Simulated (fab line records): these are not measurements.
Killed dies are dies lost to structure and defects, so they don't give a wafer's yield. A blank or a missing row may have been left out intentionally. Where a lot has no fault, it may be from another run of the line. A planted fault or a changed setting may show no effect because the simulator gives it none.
fab line records	flow nand-harc
record: lots: 7	wafers: 21	last-day: 24
route steps=1159 shown P_M0@280 P_M1@285
lots untouched by any fault: they come from a run of this same line in which no faults occurred
start-h: hours from the record's first day to the start of the lot's first wafer shown	wait-h: hours from the lot's prior step to this one	" same as the row above	L1.1+2: several wafers, shown together as one row	- either no value or no given start	* or withheld: withheld	< > ~ a bound
route shown NAME@n: names a module that has steps shown in the file, with the first one's number in the route	usual: the fault-free wafers' mean and standard deviation	same: alike in all rows	chamber/n: place in a boat	sites: the reading at each site	_std_site: standard deviation of those values	_edge_site: mean of outer sites minus mean of inner sites	radius-mm: for every site, how far away it sits from the centre of the wafer	mask NAME#n: copy n	behind: the tool/chamber that last shaped the wafer	hold: what put the lot on hold/how long, in hours/how the hold closed	device: the transistor (n, p or np) that didn't switch	end of line: at the end of the route, the tests of the same wafers	where a step has no rows: the recipe by itself	killed: count of dies lost to structure and defects at first sort (not the wafer's yield)	map: shows each die of a wafer: x if killed, . if not, _ if none is there
set.NAME: the setting that was run; set.NAME@STEP: the one run at that earlier step	model.NAME: the simulator's own value behind a step, which no gauge read
a table for each step, a row for each wafer; lots at some steps of the route
services: a tool's chamber out of use, with start hour (start-h, from the record's first day; less than 0 if before it), hours out, and reason
== steps ==
step: NHARC_P_M0_SRD_25
step: NHARC_P_M0_INSPECT_27
usual: raw-defect-count: 282/100
lot.wafer	tool	chamber	start-h	wait-h	raw-defect-count
L697.1	defect-inspect-01	-	127.87	0.0	165
L697.3	"	-	"	"	239
L697.4	"	-	"	"	205
L698.1	defect-inspect-02	-	128.83	0.0	357
L698.2	"	-	"	"	131
L698.5	"	-	"	"	320
L706.2	defect-inspect-01	-	192.27	0.0	274
L706.5	"	-	"	"	463
L706.6	"	-	"	"	293
L705.1	defect-inspect-02	-	197.52	0.0	189
L705.4	"	-	"	"	303
L705.6	"	-	"	"	238
L715.2	defect-inspect-01	-	246.54	0.0	123
L715.3	"	-	"	"	178
L715.6	"	-	"	"	185
L718.1	defect-inspect-01	-	250.36	0.0	404
L718.4	"	-	"	"	447
L718.5	"	-	"	"	242
L717.2	defect-inspect-01	-	250.96	0.0	425
L717.5	"	-	"	"	189
L717.6	"	-	"	"	216
step: NHARC_P_M0_PRE_CLEAN_31
recipe: time-s: 12	temp-c: 370	rf-power-w: 300	gas: NH3
usual: heater-power-outer-w: 370/40	heater-power-w: 626/62
lot.wafer	tool	chamber	start-h	wait-h	heater-power-outer-w	heater-power-w	since-wet-clean-h
L697.3	pecvd-03	2	128.34	0.5	399	701	4
L697.1	"	1	"	"	328	564	4
L697.4	"	2	"	"	399	703	-
L698.1	pecvd-01	0	128.90	0.1	454	743	60
L698.2	"	1	"	"	362	641	60
L698.5	"	0	"	"	448	759	-
L706.2	pecvd-02	1	192.34	0.1	318	513	26
L706.6	"	1	"	"	309	524	-
L706.5	"	0	"	"	387	668	-
L705.1	pecvd-02	2	197.61	0.1	318	548	32
L705.4	"	0	"	"	382	650	-
L705.6	"	2	"	"	330	551	-
L715.3	pecvd-03	0	247.73	1.2	435	689	124
L715.2	"	1	"	"	310	571	124
L715.6	"	1	"	"	301	569	-
L718.1	pecvd-03	1	250.46	0.1	376	666	126
L718.4	"	0	"	"	438	668	-
L718.5	"	1	"	"	382	660	-
L717.2	pecvd-03	0	251.05	0.1	438	682	127
L717.6	"	1	"	"	324	572	-
L717.5	"	0	"	"	426	672	-
step: NHARC_P_M0_DEP_32
recipe: target-thk-a: 300	temp-c: 370	target-thk-nm: 30	pressure-torr: 3	flow-sccm: 200	rf-w: 450	material: SiCN
usual: heater-power-outer-w: 333/44	heater-power-w: 580/69
lot.wafer	tool	chamber	start-h	wait-h	heater-power-outer-w	heater-power-w	since-wet-clean-h
L697.3	pecvd-03	2	128.42	0.1	384	707	4
L697.1	"	1	"	"	347	607	5
L697.4	"	2	"	"	384	670	-
L698.1	pecvd-01	0	128.98	0.1	398	675	60
L698.2	"	1	"	"	343	614	60
L698.5	"	0	"	"	405	700	-
L706.2	pecvd-02	1	192.42	0.1	298	483	26
L706.6	"	1	"	"	291	504	-
L706.5	"	0	"	"	332	582	-
L705.1	pecvd-02	2	197.75	0.1	259	450	32
L705.4	"	0	"	"	343	593	-
L705.6	"	2	"	"	259	468	-
L715.3	pecvd-03	0	247.84	0.1	411	676	124
L715.2	"	1	"	"	312	584	124
L715.6	"	1	"	"	320	582	-
L718.1	pecvd-03	1	250.59	0.1	352	625	127
L718.4	"	0	"	"	420	647	-
L718.5	"	1	"	"	346	631	-
L717.2	pecvd-03	0	251.19	0.1	349	566	127
L717.6	"	1	"	"	264	524	-
L717.5	"	0	"	"	355	582	-
step: NHARC_P_M1_DEP_00
recipe: target-thk-a: 1825	target-thk-nm: 182.5	temp-c: withheld	pressure-torr: 5	flow-sccm: 200	rf-w: 600	material: SiOC
step: NHARC_P_M1_DEHYDRATE_01
recipe: temp-c: 150	time-s: 120
step: NHARC_P_M1_HMDS_02
recipe: time-s: 30
step: NHARC_P_M1_COAT_34
recipe: temp-c: 200	time-s: 65
step: NHARC_P_M1_COAT_03
recipe: spin-rpm: 1500	resist-thk-nm: 90
step: NHARC_P_M1_SOFTBAKE_04
recipe: temp-c: 105	time-s: 55
step: NHARC_P_M1_EBR_05
step: NHARC_P_M1_EXPOSE_06
recipe: na: 1.35	target-cd-nm: 130	dose-mj: 81.88	mask-id: P_M1
usual: exposure-dose-mJ-cm2: 81.88/0.082	focus-offset-nm: 0.1/0.5
lot.wafer	tool	chamber	start-h	wait-h	mask	exposure-dose-mJ-cm2	focus-offset-nm
L697.1	arfi-scanner-03	0	129.39	-	P_M1#0	81.80	0.4
L697.3	"	0	"	"	P_M1#0	81.97	-0.8
L697.4	"	0	"	"	P_M1#0	81.86	-0.1
L698.1	arfi-scanner-01	0	130.07	-	P_M1#0	81.94	-0.3
L698.2	"	0	"	"	P_M1#0	81.89	1.0
L698.5	"	0	"	"	P_M1#0	81.85	0.5
L706.2	arfi-scanner-02	0	193.51	-	P_M1#0	81.81	-0.1
L706.5	"	0	"	"	P_M1#0	81.90	0.1
L706.6	"	0	"	"	P_M1#0	81.90	-0.1
L705.1	arfi-scanner-03	0	198.76	-	P_M1#0	81.88	0.0
L705.4	"	0	"	"	P_M1#0	81.78	0.1
L705.6	"	0	"	"	P_M1#0	81.89	0.6
L715.2	arfi-scanner-02	0	249.11	-	P_M1#0	125.61	0.6
L715.3	"	0	"	"	P_M1#0	125.54	0.3
L715.6	"	0	"	"	P_M1#0	125.62	-0.2
L718.1	arfi-scanner-02	0	251.49	-	P_M1#0	117.29	0.7
L718.4	"	0	"	"	P_M1#0	117.24	1.4
L718.5	"	0	"	"	P_M1#0	117.36	0.1
L717.2	arfi-scanner-02	0	252.10	-	P_M1#0	117.53	0.8
L717.5	"	0	"	"	P_M1#0	117.47	0.1
L717.6	"	0	"	"	P_M1#0	117.40	0.8
step: NHARC_P_M1_PEB_07
recipe: peb-temp-c: 100	peb-time-s: 65
step: NHARC_P_M1_DEVELOP_08
recipe: develop-time-s: 35	dev-temp-c: 23
step: NHARC_P_M1_CD_MEAS_09
recipe: target-cd-nm: 130	landing-energy-ev: 500
usual: cd-nm: 129.6/0.67
lot.wafer	tool	chamber	start-h	wait-h	cd-nm
L697.1	cd-sem-03	0	129.53	-	129.6
L697.3	"	0	"	"	129.1
L697.4	"	0	"	"	129.4
L698.1	cd-sem-01	0	130.21	-	129.9
L698.2	"	0	"	"	129.7
L698.5	"	0	"	"	129.4
L706.2	cd-sem-03	0	193.65	-	129.6
L706.5	"	0	"	"	129.8
L706.6	"	0	"	"	129.5
L705.1	cd-sem-01	0	198.90	-	128.7
L705.4	"	0	"	"	129.5
L705.6	"	0	"	"	129.5
L715.2	cd-sem-01	0	249.25	-	154.7
L715.3	"	0	"	"	154.8
L715.6	"	0	"	"	155.2
L718.1	cd-sem-01	0	251.63	-	151.0
L718.4	"	0	"	"	150.8
L718.5	"	0	"	"	149.9
L717.2	cd-sem-01	0	252.24	-	151.8
L717.5	"	0	"	"	151.7
L717.6	"	0	"	"	150.9
step: NHARC_P_M1_OVL_MEAS_10
recipe: pitch-nm: 260
usual: overlay-x-nm: 0.1/0.79	overlay-y-nm: -0.1/0.68
lot.wafer	tool	chamber	start-h	wait-h	overlay-x-nm	overlay-y-nm
L697.1	overlay-02	-	129.64	-	0.2	-0.1
L697.3	"	-	"	"	0.1	-0.5
L697.4	"	-	"	"	0.4	-0.6
L698.1	overlay-01	-	130.30	-	1.3	-1.1
L698.2	"	-	"	"	1.2	-1.3
L698.5	"	-	"	"	0.2	-0.4
L706.2	overlay-02	-	193.73	-	-1.8	0.3
L706.5	"	-	"	"	-1.8	-0.2
L706.6	"	-	"	"	-2.0	-0.5
L705.1	overlay-02	-	198.99	-	0.2	-1.3
L705.4	"	-	"	"	0.4	-1.4
L705.6	"	-	"	"	0.5	-1.2
L715.2	overlay-01	-	249.33	-	-1.1	0.8
L715.3	"	-	"	"	-1.6	1.3
L715.6	"	-	"	"	-1.0	1.1
L718.1	overlay-01	-	251.72	-	-0.1	-0.2
L718.4	"	-	"	"	0.2	0.2
L718.5	"	-	"	"	-0.1	-0.9
L717.2	overlay-02	-	252.32	-	-0.5	0.3
L717.5	"	-	"	"	0.2	0.1
L717.6	"	-	"	"	0.0	0.6
step: NHARC_P_M1_INSPECT_11
usual: raw-defect-count: 4.1/2.4
lot.wafer	tool	chamber	start-h	wait-h	raw-defect-count
L697.1	defect-inspect-01	-	129.67	0.0	1
L697.3	"	-	"	"	3
L697.4	"	-	"	"	6
L698.1	defect-inspect-02	-	130.33	0.0	1
L698.2	"	-	"	"	5
L698.5	"	-	"	"	6
L706.2	defect-inspect-02	-	193.77	0.0	3
L706.5	"	-	"	"	3
L706.6	"	-	"	"	3
L705.1	defect-inspect-01	-	199.03	0.0	3
L705.4	"	-	"	"	4
L705.6	"	-	"	"	1
L715.2	defect-inspect-01	-	249.37	0.0	6
L715.3	"	-	"	"	3
L715.6	"	-	"	"	3
L718.1	defect-inspect-01	-	251.76	0.0	3
L718.4	"	-	"	"	5
L718.5	"	-	"	"	3
L717.2	defect-inspect-02	-	252.38	0.1	9
L717.5	"	-	"	"	5
L717.6	"	-	"	"	5
step: NHARC_P_M1_DESCUM_14
recipe: time-s: 3	o2-flow-sccm: 200	ar-flow-sccm: 0	bias-power-w: 0	chemistry: O2
usual: chamber-pressure-mTorr: 60.00/0.056	drypump-motor-current-A: 5.8/0.38	oes-product-au: 0.998/0.015	rf-vpp-V: 57.9/0.83	showerhead-plenum-p-Torr: 1.96/0.068	throttle-valve-pct: 11.311/0.0092
lot.wafer	tool	chamber	start-h	wait-h	chamber-pressure-mTorr	drypump-motor-current-A	oes-product-au	rf-hours-counter-h	rf-vpp-V	showerhead-plenum-p-Torr	throttle-valve-pct	model.P_M1.cd-nm
L697.1	rie-diel-06	3	129.73	0.1	60.06	5.7	1.026	4	56.3	1.91	11.304	129.5
L697.4	"	0	"	"	60.09	5.5	0.993	4	57.5	1.96	11.307	130.2
L697.3	"	1	"	"	59.96	5.6	0.997	5	56.1	1.88	11.317	128.8
L698.2	rie-diel-12	0	130.39	0.1	59.97	6.4	1.010	3	58.7	2.05	11.318	130.6
L698.1	"	3	"	"	60.08	5.4	0.996	2	59.0	2.03	11.314	129.8
L698.5	"	2	"	"	59.98	5.4	0.985	-	57.0	1.92	11.303	130
L706.2	rie-diel-12	0	193.83	0.1	59.99	6.4	1.000	4	58.2	2.05	11.320	130.8
L706.6	"	0	"	"	60.06	6.4	1.006	-	56.8	2.05	11.317	130.5
L706.5	"	1	"	"	59.96	6.1	1.016	-	57.6	1.85	11.310	129.5
L705.1	rie-diel-01	3	199.09	0.1	60.05	5.8	1.005	4	57.5	1.91	11.307	128.5
L705.4	"	0	"	"	60.09	6.4	0.992	4	57.4	2.06	11.319	129.6
L705.6	"	0	"	"	60.06	6.4	0.993	-	57.1	2.06	11.306	130
L715.3	rie-diel-01	2	249.43	0.1	59.99	5.8	1.016	7	58.5	1.91	11.321	154.8
L715.2	"	0	"	"	59.91	6.4	1.003	9	58.4	2.06	11.305	155
L715.6	"	2	"	"	59.99	5.7	1.014	-	58.4	1.91	11.333	154.7
L718.4	rie-diel-12	2	251.82	0.1	60.05	5.4	0.976	1	57.1	1.92	11.298	151.3
L718.1	"	3	"	"	60.07	5.4	1.002	1	59.1	2.02	11.313	151.2
L718.5	"	3	"	"	59.95	5.4	1.007	-	58.4	2.02	11.314	149.9
L717.2	rie-diel-12	3	252.44	0.1	60.07	5.4	1.000	1	58.4	2.02	11.325	151.8
L717.5	"	2	"	"	59.89	5.4	0.976	-	59.0	1.92	11.323	152.3
L717.6	"	3	"	"	60.04	5.4	1.002	-	58.2	2.02	11.303	150.9
step: NHARC_P_M1_ETCH_35
recipe: target-depth-a: 400	overetch-a: 120	time-s: 43.94	ion-energy-ev: 200	n2-flow-sccm: 150	h2-flow-sccm: 150	ar-flow-sccm: 0	rf-w: 400	bias-w: 150	chemistry: N2/H2
usual: chamber-pressure-mTorr: 30.005/0.025	drypump-motor-current-A: 5.8/0.38	oes-product-au: 0.998/0.015	rf-vpp-V: 431.7/2.2	showerhead-plenum-p-Torr: 2.08/0.074	throttle-valve-pct: 14.172/0.0089
lot.wafer	tool	chamber	start-h	wait-h	chamber-pressure-mTorr	drypump-motor-current-A	oes-product-au	rf-hours-counter-h	rf-vpp-V	showerhead-plenum-p-Torr	throttle-valve-pct
L697.4	rie-diel-06	3	129.82	0.1	30.026	5.6	1.026	4	430.6	2.03	14.170
L697.3	"	0	"	"	30.046	5.5	0.984	4	432.2	2.10	14.177
L697.1	"	1	"	"	29.987	5.7	0.994	5	429.8	2.00	14.172
L698.1	rie-diel-12	2	130.52	0.1	29.982	5.3	0.980	3	431.1	2.04	14.184
L698.2	"	0	"	"	30.004	6.4	1.005	3	434.1	2.19	14.152
L698.5	"	0	"	"	29.996	6.4	1.004	-	433.3	2.19	14.171
L706.2	rie-diel-12	0	193.93	0.1	29.989	6.4	0.990	4	435.1	2.19	14.180
L706.5	"	1	"	"	29.987	6.1	1.011	-	429.2	1.97	14.179
L706.6	"	2	"	"	29.977	5.4	0.975	-	431.4	2.04	14.175
L705.1	rie-diel-01	1	199.18	0.1	30.028	5.6	0.964	4	429.9	2.05	14.184
L705.4	"	2	"	"	30.017	5.8	1.022	3	430.7	2.04	14.168
L705.6	"	1	"	"	29.987	5.5	0.975	-	430.7	2.05	14.170
L715.3	rie-diel-01	3	249.53	0.1	30.016	5.8	0.991	8	429.7	2.03	14.172
L715.2	"	0	"	"	30.050	6.4	0.994	9	435.1	2.20	14.178
L715.6	"	1	"	"	29.961	5.5	0.976	-	430.9	2.05	14.155
L718.4	rie-diel-12	1	251.91	0.1	30.027	6.1	1.018	1	428.3	1.97	14.167
L718.1	"	2	"	"	30.034	5.4	0.970	1	429.3	2.04	14.185
L718.5	"	0	"	"	30.043	6.4	0.991	-	434.0	2.19	14.179
L717.2	rie-diel-12	0	252.52	0.1	30.016	6.4	1.002	1	433.4	2.19	14.166
L717.5	"	0	"	"	30.003	6.4	0.994	-	435.6	2.19	14.171
L717.6	"	1	"	"	29.966	6.1	1.015	-	428.7	1.97	14.169
step: NHARC_P_M1_ETCH_15
recipe: target-depth-a: 1825	time-s: 91.2	c4f8-flow-sccm: withheld	ar-flow-sccm: 400	rf-w: 600	bias-w: 300	chemistry: C4F8/Ar
usual: chamber-pressure-mTorr: 25.002/0.022	oes-product-au: 0.953/0.021	rf-vpp-V: 442.2/2.3
lot.wafer	tool	chamber	start-h	wait-h	chamber-pressure-mTorr	oes-product-au	rf-hours-counter-h	rf-vpp-V
L697.4	rie-diel-06	1	-	-	25.042	0.966	5	440.9
L697.3	"	2	"	"	24.979	0.984	5	443.9
L697.1	"	3	"	"	25.000	0.977	4	439.7
L698.1	rie-diel-12	3	-	-	25.012	0.930	2	443.6
L698.2	"	2	"	"	24.992	0.925	3	439.8
L698.5	"	2	"	"	24.999	0.932	-	439.8
L706.2	rie-diel-12	2	-	-	25.001	0.960	4	441.7
L706.6	"	3	"	"	25.016	0.972	-	445.2
L706.5	"	0	"	"	24.975	0.967	-	445.4
L705.4	rie-diel-01	1	-	-	25.009	0.938	4	440.6
L705.1	"	2	"	"	25.045	0.973	3	440.9
L705.6	"	0	"	"	25.032	0.952	-	445.9
L715.3	rie-diel-01	3	-	-	25.029	0.948	8	440.3
L715.2	"	0	"	"	24.974	0.952	9	444.5
L715.6	"	3	"	"	25.024	0.955	-	440.8
L718.1	rie-diel-12	3	-	-	24.993	0.968	1	443.5
L718.4	"	0	"	"	24.983	0.978	1	446.0
L718.5	"	3	"	"	25.000	0.971	-	444.9
L717.2	rie-diel-12	1	-	-	25.001	0.979	1	437.1
L717.6	"	1	"	"	24.982	0.982	-	439.5
L717.5	"	2	"	"	25.026	0.943	-	442.4
step: NHARC_P_M1_CD_MEAS_16
usual: cd-nm: 129.6/0.97
lot.wafer	tool	chamber	start-h	wait-h	cd-nm
L697.1	cd-sem-01	-	130.04	-	128.8
L697.3	"	-	"	"	128.5
L697.4	"	-	"	"	129.4
L698.1	cd-sem-03	-	130.76	-	129.9
L698.2	"	-	"	"	129.9
L698.5	"	-	"	"	129.6
L706.2	cd-sem-02	-	194.14	-	130.7
L706.5	"	-	"	"	128.8
L706.6	"	-	"	"	131.0
L705.1	cd-sem-02	-	199.40	-	128.3
L705.4	"	-	"	"	129.8
L705.6	"	-	"	"	129.9
L715.2	cd-sem-02	-	249.74	-	154.8
L715.3	"	-	"	"	154.9
L715.6	"	-	"	"	154.2
L718.1	cd-sem-03	-	252.12	-	151.0
L718.4	"	-	"	"	151.1
L718.5	"	-	"	"	149.4
L717.2	cd-sem-02	-	252.74	-	151.1
L717.5	"	-	"	"	151.6
L717.6	"	-	"	"	150.4
step: NHARC_P_M1_STRIP_18
recipe: power-w: 1000	n2-flow-sccm: 150	h2-flow-sccm: 150	ar-flow-sccm: 0	bias-w: 0	chemistry: N2/H2
usual: chamber-pressure-mTorr: 30.001/0.026	drypump-motor-current-A: 5.7/0.36	oes-product-au: 1.001/0.014	power-w: 999.5/2.9	rf-vpp-V: 90.9/0.9	showerhead-plenum-p-Torr: 2.08/0.073	throttle-valve-pct: 14.172/0.0096
lot.wafer	tool	chamber	start-h	wait-h	chamber-pressure-mTorr	drypump-motor-current-A	oes-product-au	power-w	rf-hours-counter-h	rf-vpp-V	showerhead-plenum-p-Torr	throttle-valve-pct
L697.3	rie-diel-12	0	130.11	0.1	29.991	6.4	1.005	996.7	3	91.5	2.19	14.167
L697.1	"	3	"	"	30.010	5.4	1.003	1000.3	2	90.9	2.16	14.170
L697.4	"	3	"	"	30.009	5.4	0.996	999.1	-	92.2	2.16	14.155
L698.1	rie-diel-01	3	130.87	0.1	30.034	5.8	0.977	994.6	12	92.4	2.03	14.183
L698.2	"	0	"	"	29.961	6.4	0.984	1000.1	12	91.3	2.20	14.184
L698.5	"	1	"	"	29.998	5.5	0.988	1003.0	-	91.1	2.05	14.172
L706.2	rie-diel-12	0	194.26	0.1	30.018	6.4	1.000	1004.2	4	90.3	2.19	14.157
L706.6	"	2	"	"	30.033	5.4	0.979	1001.6	-	90.4	2.04	14.164
L706.5	"	3	"	"	30.015	5.4	0.988	998.1	-	90.9	2.16	14.188
L705.1	rie-diel-12	3	199.50	0.1	29.998	5.4	0.998	1005.0	4	92.4	2.16	14.175
L705.4	"	0	"	"	29.973	6.4	0.998	1002.5	4	90.7	2.19	14.175
L705.6	"	2	"	"	30.001	5.4	0.976	1002.3	-	91.1	2.04	14.171
L715.2	rie-diel-01	1	249.84	0.1	30.021	5.5	0.979	998.0	7	90.9	2.04	14.175
L715.3	"	3	"	"	29.983	5.8	0.991	998.6	8	90.8	2.03	14.163
L715.6	"	0	"	"	29.969	6.4	1.000	1001.4	-	91.1	2.20	14.166
L718.1	rie-diel-06	2	252.20	0.1	30.009	5.2	1.008	996.8	1	90.7	2.15	14.177
L718.4	"	1	"	"	29.995	5.6	1.002	1001.3	0	90.3	2.00	14.162
L718.5	"	2	"	"	30.047	5.2	1.008	997.3	-	91.0	2.15	14.177
L717.2	rie-diel-06	3	252.84	0.1	30.022	5.7	1.035	1000.7	1	92.0	2.03	14.173
L717.5	"	2	"	"	29.977	5.2	1.010	1002.5	-	91.8	2.14	14.161
L717.6	"	3	"	"	29.993	5.7	1.041	999.1	-	92.6	2.03	14.175
step: NHARC_P_M1_ETCH_28
recipe: target-depth-a: 300	over-etch-frac: 0.3	time-s: 72.99	ion-energy-ev: 150	cf4-flow-sccm: 50	n2-flow-sccm: 100	ar-flow-sccm: 150	rf-w: 300	bias-w: 100	chemistry: CF4/N2
usual: chamber-pressure-mTorr: 29.999/0.025	drypump-motor-current-A: 5.7/0.38	oes-product-au: 1.003/0.014	rf-vpp-V: 315.2/1.8	showerhead-plenum-p-Torr: 2.68/0.088	throttle-valve-pct: 19.795/0.0094
lot.wafer	tool	chamber	start-h	wait-h	chamber-pressure-mTorr	drypump-motor-current-A	oes-product-au	rf-hours-counter-h	rf-vpp-V	showerhead-plenum-p-Torr	throttle-valve-pct	model.P_M1.cd-nm
L697.1	rie-diel-12	3	-	-	30.024	5.4	0.991	2	317.3	2.77	19.784	127.9
L697.3	"	0	"	"	29.973	6.4	1.011	3	317.7	2.81	19.797	128.4
L697.4	"	2	"	"	30.012	5.4	0.989	-	315.0	2.63	19.794	128.2
L698.1	rie-diel-01	1	-	-	30.015	5.5	0.993	14	314.7	2.64	19.797	129.6
L698.2	"	3	"	"	29.997	5.8	0.982	12	313.5	2.62	19.810	130.2
L698.5	"	3	"	"	30.056	5.8	0.978	-	315.4	2.62	19.800	129
L706.2	rie-diel-12	3	-	-	30.014	5.4	0.996	4	317.2	2.77	19.802	130.4
L706.6	"	3	"	"	30.005	5.4	1.002	-	314.2	2.77	19.802	131.2
L706.5	"	0	"	"	29.977	6.4	1.008	-	317.1	2.80	19.794	127.7
L705.1	rie-diel-12	2	-	-	30.024	5.4	0.983	4	313.0	2.63	19.793	127.4
L705.4	"	3	"	"	30.015	5.4	1.000	4	316.3	2.77	19.792	129.6
L705.6	"	2	"	"	30.023	5.3	0.979	-	313.2	2.63	19.784	129.9
L715.3	rie-diel-01	0	-	-	29.999	6.4	0.994	9	318.5	2.81	19.812	153
L715.2	"	3	"	"	30.035	5.8	0.997	9	316.1	2.62	19.788	155
L715.6	"	0	"	"	29.978	6.4	1.004	-	318.2	2.81	19.817	153.8
L718.4	rie-diel-06	3	-	-	29.979	5.6	1.029	1	315.3	2.62	19.791	151.4
L718.1	"	0	"	"	29.953	5.5	0.995	0	314.9	2.69	19.801	150.6
L718.5	"	2	"	"	29.952	5.2	1.010	-	316.0	2.75	19.783	147.6
L717.2	rie-diel-06	1	-	-	30.019	5.7	1.003	0	314.3	2.58	19.797	150.8
L717.6	"	1	"	"	29.990	5.7	0.995	-	312.6	2.58	19.802	150.1
L717.5	"	2	"	"	29.983	5.2	1.017	-	316.6	2.75	19.781	149.8
step: NHARC_P_M1_STRIP_19
recipe: time-s: 600	temp-c: 30	chemistry: post-etch-residue-remover
== services ==
tool	chamber	start-h	hours	kind
rie-diel-12	0	107.92	-	clean
rie-diel-12	1	107.92	-	clean
rie-diel-12	2	107.92	-	clean
rie-diel-12	3	107.92	-	clean
arfi-scanner-01	-	110.41	1.5	repair
pecvd-03	-	111.00	13.0	pm
rie-diel-12	1	122.14	21.0	repair
arfi-scanner-02	-	123.51	0.5	repair
arfi-scanner-01	-	127.92	0.9	repair
rie-diel-01	2	128.26	7.2	repair
rie-diel-01	-	138.09	9.0	pm
rie-diel-12	-	138.51	0.4	repair
arfi-scanner-03	-	140.00	4.0	pm
pecvd-03	1	149.42	10.9	repair
pecvd-02	-	153.00	13.0	pm
rie-diel-01	2	160.90	5.5	repair
pecvd-01	-	162.90	1.1	repair
rie-diel-01	2	170.71	1.5	repair
arfi-scanner-01	-	196.00	4.0	pm
rie-diel-12	-	202.42	9.0	pm
rie-diel-06	-	212.17	0.3	repair
rie-diel-01	1	231.47	15.1	repair
pecvd-01	-	237.23	13.0	pm
rie-diel-06	-	241.20	9.0	pm
== key ==
first-sign: step: NHARC_P_M1_EXPOSE_06	reading: exposure-dose-mJ-cm2	direction: up	sigmas: 99+	usual: 81.88	struck: 120.12
effect: step: NHARC_P_M1_CD_MEAS_09	reading: cd-nm	direction: up	sigmas: 34	usual: 129.6	struck: 152.3	through: control-loop
effect: step: NHARC_P_M1_CD_MEAS_16	reading: cd-nm	direction: up	sigmas: 23	usual: 129.6	struck: 152.0	through: control-loop
model-effect: step: NHARC_P_M1_DESCUM_14	value: P_M1.cd-nm	without: 129.5	struck: 152.4
model-effect: step: NHARC_P_M1_ETCH_28	value: P_M1.cd-nm	without: 128.4	struck: 151.3
met-at NHARC_P_M1_EXPOSE_06
struck-wafers L715.2,L715.3,L715.6,L717.2,L717.5,L717.6,L718.1,L718.4,L718.5
later-rows-left-out L715.2,L715.6
sort-left-out L715.2,L715.3,L715.6,L717.2,L717.5,L717.6,L718.1,L718.4,L718.5
loop-trim: step: NHARC_P_M1_EXPOSE_06	setting: dose	lots: L717,L718
onset-between 193.51 249.11
fault: kind: process-parameter-drift	tool: arfi-scanner-02	chamber: -	onset-h: 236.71	steps: NHARC_P_M1_EXPOSE_06	channel: dose-mj	offset: 43.7	shape: step	acts-in: these-recipes-only	stated: 81.88
sort-left-out: the simulated sort isn't trusted on such a fault, so these wafers' sort isn't shown, and their yield isn't known
later-rows-left-out: the simulator's readings of these wafers behind a module that went badly wrong aren't trusted and aren't shown, but for the sort
loop-trim: a control loop set the setting to another value than it would have without faults
